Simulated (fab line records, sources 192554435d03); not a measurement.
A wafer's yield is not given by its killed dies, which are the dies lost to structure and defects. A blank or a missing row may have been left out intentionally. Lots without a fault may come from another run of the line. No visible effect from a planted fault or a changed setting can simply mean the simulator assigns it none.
The tool behind it: which one?    flow n5-finfet    24 wafers from 9 lots sampled at 6 of the route's 1938 steps

== WHAT THE GAUGES READ, wafer by wafer ==
N5_FIN_SAQP_OVL_MEAS_17. Usual: FIN_CORE_OVL -0.2 nm, standard deviation 0.8.
lot   measured     on          FIN_CORE_OVL (nm)  flag
L595  day 3 16:58  overlay-01  0.7 -1.3 -0.8      
L596  day 3 22:01  overlay-02  0.5 2.2 0.6        
L598  day 4 11:13  overlay-02  0.2 0.3 0.2        
L599  day 4 19:26  overlay-02  -0.6 0.6           
L601  day 5 04:47  overlay-01  -1.5 -0.9 -1.7     
L607  day 6 18:02  overlay-02  0.1 -0.1           
L609  day 7 03:14  overlay-02  -1.7 -1.0 0.3      
L610  day 7 09:58  overlay-02  0.6 -0.4           
L611  day 7 15:44  overlay-02  0.4 -1.0 -0.2      

N5_FIN_SAQP_CD_MEAS_27: the cd target is 20 nm. Usual: cd-nm at 20.29 nm, with a standard deviation of 0.23.
lot   measured     on         cd-nm (nm)         flag
L595  day 3 19:02  cd-sem-02  20.51 20.19 20.76  
L596  day 4 01:49  cd-sem-01  20.37 20.58 20.54  
L598  day 4 14:26  cd-sem-03  20.22 20.72 20.08  
L599  day 4 21:54  cd-sem-01  20.81 20.18        
L601  day 5 07:13  cd-sem-02  20.38 20.52 20.40  
L607  day 6 20:08  cd-sem-03  20.06 20.43        
L609  day 7 05:53  cd-sem-01  20.22 20.33 20.36  
L610  day 7 12:08  cd-sem-01  20.24 20.36        
L611  day 7 18:02  cd-sem-03  20.20 20.50 20.72  

N5_BEOL_M4_RC_MEAS_101. Usual: DIBL_N 36.1 mV/V, standard deviation 1.5; DIBL_P 36.1 mV/V, standard deviation 1.9; IOFF_N 0.159 nA/um, standard deviation 0.029; IOFF_P 0.21 nA/um, standard deviation 0.038; ION_N 675 uA/um, standard deviation 11; ION_P 464 uA/um, standard deviation 8.1; SS_N 71.5 mV/dec, standard deviation 0.57; SS_P 73.3 mV/dec, standard deviation 0.64; VT_N 249 mV, standard deviation 3.1; VT_P -250 mV, standard deviation 3.8.
lot   measured      on         DIBL_N (mV/V)   DIBL_P (mV/V)   IOFF_N (nA/um)     IOFF_P (nA/um)  ION_N (uA/um)  ION_P (uA/um)  SS_N (mV/dec)   SS_P (mV/dec)   VT_N (mV)    VT_P (mV)       flag
L595  day 9 09:17   prober-01  41.1 36.9 38.0  40.4 36.6 37.7  0.279 0.175 0.186  0.29 0.21 0.23  694 679 684    470 460 465    72.1 71.8 72.0  74.6 73.2 74.4  245 249 247  -248 -252 -251  
L596  day 10 03:05  prober-02  37.8 37.4 36.2  38.2 37.0 36.6  0.171 0.156 0.140  0.24 0.21 0.21  679 670 657    470 456 465    72.0 71.8 71.6  74.1 73.5 73.0  250 254 249  -249 -249 -250  
L598  day 10 05:15  prober-01  38.4 35.0 34.1  39.8 35.6 34.0  0.223 0.157 0.149  0.27 0.22 0.19  690 676 677    473 471 467    71.5 71.9 71.1  73.7 73.3 72.8  245 247 247  -246 -249 -251  
L599  day 10 11:20  prober-01  36.3 37.4       36.1 37.4       0.173 0.209        0.26 0.29       686 695        468 477        70.9 72.2       73.7 74.1       246 245      -244 -241       
L601  day 11 08:40  prober-01  36.7 34.2 36.9  38.0 34.1 37.7  0.168 0.113 0.155  0.23 0.17 0.22  687 656 670    464 460 470    71.7 70.8 71.5  73.1 73.2 74.0  249 256 250  -249 -254 -250  
L607  day 12 13:10  prober-01  36.9 36.4       39.2 38.2       0.187 0.174        0.23 0.22       673 671        463 462        72.0 72.4       74.5 74.7       249 250      -252 -248       
L609  day 13 12:38  prober-02  35.6 34.5 34.9  36.6 34.6 36.2  0.159 0.131 0.147  0.20 0.17 0.19  674 664 671    456 456 456    71.3 71.1 71.0  72.6 73.1 73.5  247 252 249  -252 -255 -254  
L610  day 13 18:30  prober-02  35.1 37.6       35.1 37.6       0.153 0.198        0.27 0.31       675 686        482 473        70.9 72.0       73.0 74.3       249 245      -242 -244       
L611  day 14 09:27  prober-01  36.2 36.6 34.8  36.8 36.4 36.0  0.181 0.180 0.168  0.23 0.23 0.23  684 680 686    469 468 473    71.1 70.9 71.5  73.3 72.5 73.6  247 246 244  -247 -248 -247  

== WHAT TOOL EACH LOT RAN ON (gives the tool, then ch and the chambers of the sampled wafers, and finally the start) ==
lot   N5_FIN_SAQP_MANDREL_ETCH_22      N5_FIN_SAQP_STRIP_55               N5_FIN_SAQP_ETCH_57
L595  rie-si-03 ch 1,2, day 3 17:19    rie-diel-06 ch 0,2,3, day 3 17:25  rie-diel-06 ch 1,2,3, day 3 19:07
L596  rie-si-03 ch 0,1,3, day 3 23:00  rie-diel-01 ch 1,2, day 3 23:08    rie-diel-01 ch 0,2, day 4 01:52
L598  rie-si-02 ch 0,1,2, day 4 11:34  rie-diel-02 ch 0,2,3, day 4 11:47  rie-diel-02 ch 0,2,3, day 4 14:40
L599  rie-si-03 ch 0,1, day 4 20:01    rie-diel-06 ch 1,2, day 4 20:09    rie-diel-06 ch 0,3, day 4 21:58
L601  rie-si-03 ch 0,2, day 5 05:12    rie-diel-02 ch 0,3, day 5 05:25    rie-diel-01 ch 0,1,3, day 5 07:15
L607  rie-si-03 ch 1,3, day 6 18:22    rie-diel-01 ch 1,2, day 6 18:28    rie-diel-01 ch 1,2, day 6 20:14
L609  rie-si-03 ch 1,2,3, day 7 03:34  rie-diel-02 ch 1,2,3, day 7 03:59  rie-diel-06 ch 1,2, day 7 05:56
L610  rie-si-03 ch 1,3, day 7 10:22    rie-diel-01 ch 2,3, day 7 10:29    rie-diel-02 ch 0,3, day 7 12:11
L611  rie-si-04 ch 2,3, day 7 16:05    rie-diel-01 ch 0,1,3, day 7 16:11  rie-diel-01 ch 1,3, day 7 18:05
- N5_FIN_SAQP_MANDREL_ETCH_22: etches a-Si in HBr/Cl2, stops on SiNx, target depth 60 nm, bt time 10 s, time 30 s.
- N5_FIN_SAQP_STRIP_55: strips in N2/H2.
- N5_FIN_SAQP_ETCH_57: etches SiNx in CH3F/O2, target depth 32.5 nm, time 46.4 s.

== WHAT THE TOOLS THEMSELVES READ (means of the sampled wafers that have a number; where no wafer has one, the mark that the record gives instead) ==
N5_FIN_SAQP_MANDREL_ETCH_22. Usual: drypump-motor-current-A 5.7 A, standard deviation 0.42; oes-product-au 0.762 a.u., standard deviation 0.016; throttle-valve-pct 35.4 %, standard deviation 0.31.
lot   tool       drypump-motor-current-A (A)  oes-product-au (a.u.)  throttle-valve-pct (%)  flag
L595  rie-si-03  5.9                          0.752                  35.7                    
L596  rie-si-03  5.7                          0.762                  35.4                    
L598  rie-si-02  5.3                          0.771                  35.5                    
L599  rie-si-03  5.8                          0.769                  35.4                    
L601  rie-si-03  6.0                          0.747                  35.4                    
L607  rie-si-03  5.8                          0.748                  35.6                    
L609  rie-si-03  5.9                          0.740                  35.6                    
L610  rie-si-03  5.8                          0.749                  35.5                    
L611  rie-si-04  5.4                          0.775                  35.1                    

N5_FIN_SAQP_STRIP_55. Usual: drypump-motor-current-A 5.7 A, standard deviation 0.52; h2-flow-sccm 299.9 sccm, standard deviation 0.99; oes-product-au 0.81 a.u., standard deviation 0.09; rf-vpp-V 122.0 V, standard deviation 1.4; showerhead-plenum-p-Torr 3.35 Torr, standard deviation 0.13; throttle-valve-pct 18.77 %, standard deviation 0.28.
lot   tool         drypump-motor-current-A (A)  h2-flow-sccm (sccm)  oes-product-au (a.u.)  rf-vpp-V (V)  showerhead-plenum-p-Torr (Torr)  throttle-valve-pct (%)  flag
L595  rie-diel-06  5.3                          299.8                0.85                   122.2         3.43                             18.72                   
L596  rie-diel-01  5.7                          299.6                0.72                   121.6         3.34                             18.97                   
L598  rie-diel-02  5.4                          299.4                0.89                   123.2         3.43                             18.64                   
L599  rie-diel-06  6.0                          299.6                0.89                   121.8         3.42                             18.95                   
L601  rie-diel-02  5.1                          299.6                0.90                   121.8         3.33                             18.55                   
L607  rie-diel-01  5.8                          300.6                0.71                   122.3         3.32                             18.95                   
L609  rie-diel-02  5.4                          299.4                0.84                   122.5         3.41                             18.56                   
L610  rie-diel-01  6.1                          300.4                0.78                   122.2         3.29                             18.70                   
L611  rie-diel-01  5.7                          297.9                0.75                   121.0         3.27                             18.96                   

N5_FIN_SAQP_ETCH_57. Usual: drypump-motor-current-A 5.7 A, standard deviation 0.49; etch-rf-on-time-s 45.9 s, standard deviation 0.84; oes_ar_750_au 0.82 a.u., standard deviation 0.087; oes-product-au 0.70 a.u., standard deviation 0.076; rf-vpp-V 296.7 V, standard deviation 3; showerhead-plenum-p-Torr 2.01 Torr, standard deviation 0.077; throttle-valve-pct 16.31 %, standard deviation 0.21.
lot   tool         drypump-motor-current-A (A)  etch-rf-on-time-s (s)  oes_ar_750_au (a.u.)  oes-product-au (a.u.)  rf-vpp-V (V)  showerhead-plenum-p-Torr (Torr)  throttle-valve-pct (%)  flag
L595  rie-diel-06  5.8                          45.0                   0.91                  0.78                   300.4         2.06                             16.25                   
L596  rie-diel-01  6.2                          45.0                   0.75                  0.64                   293.7         1.93                             16.51                   
L598  rie-diel-02  5.4                          45.6                   0.90                  0.77                   295.5         2.04                             16.13                   
L599  rie-diel-06  5.2                          46.4                   0.93                  0.79                   301.1         2.12                             16.18                   
L601  rie-diel-01  5.7                          46.5                   0.80                  0.68                   296.8         1.95                             16.40                   
L607  rie-diel-01  5.8                          39.1                   0.70                  0.60                   296.9         1.97                             16.48                   OFF
L609  rie-diel-06  5.9                          37.2                   0.87                  0.75                   299.4         2.06                             16.35                   OFF
L610  rie-diel-02  5.3                          39.8                   0.85                  0.72                   295.1         1.99                             16.20                   OFF
L611  rie-diel-01  5.6                          45.7                   0.81                  0.70                   297.6         1.96                             16.35                   

== THE ANSWER, worked out from the rows above alone ==
Rule: a lot is off if the mean of its wafers that have a number lies more than 3 standard deviations from the usual mean. Also off: a lot with no number at a reading for which 4 or more lots have one. Where the step has rows for the other lots, those lots are counted as sound. Order of review: gauges by route order, followed by the tools' own readings, for which a lot's mean as printed above is used. The first step at which some lot is off is used, and at that step the reading that is off furthest; a lot without a number counts as furthest.
Off at N5_FIN_SAQP_ETCH_57 (etch-rf-on-time-s): L607, L609, L610.
If a tool, at that step or one of the process steps before it, ran each lot that is off and ran no sound lot following the first of them, it fits. One fits: N5_FIN_SAQP_MANDREL_ETCH_22 on rie-si-03. Its last sound lot is L601 (day 5 05:12), its first lot that is off L607 (day 6 18:22): a fault that began between those two fits.

== WHAT THE SIMULATOR HAD PUT IN ==
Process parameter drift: rie-si-03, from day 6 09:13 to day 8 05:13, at N5_FIN_SAQP_MANDREL_ETCH_22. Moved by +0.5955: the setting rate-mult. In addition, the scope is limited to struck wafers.
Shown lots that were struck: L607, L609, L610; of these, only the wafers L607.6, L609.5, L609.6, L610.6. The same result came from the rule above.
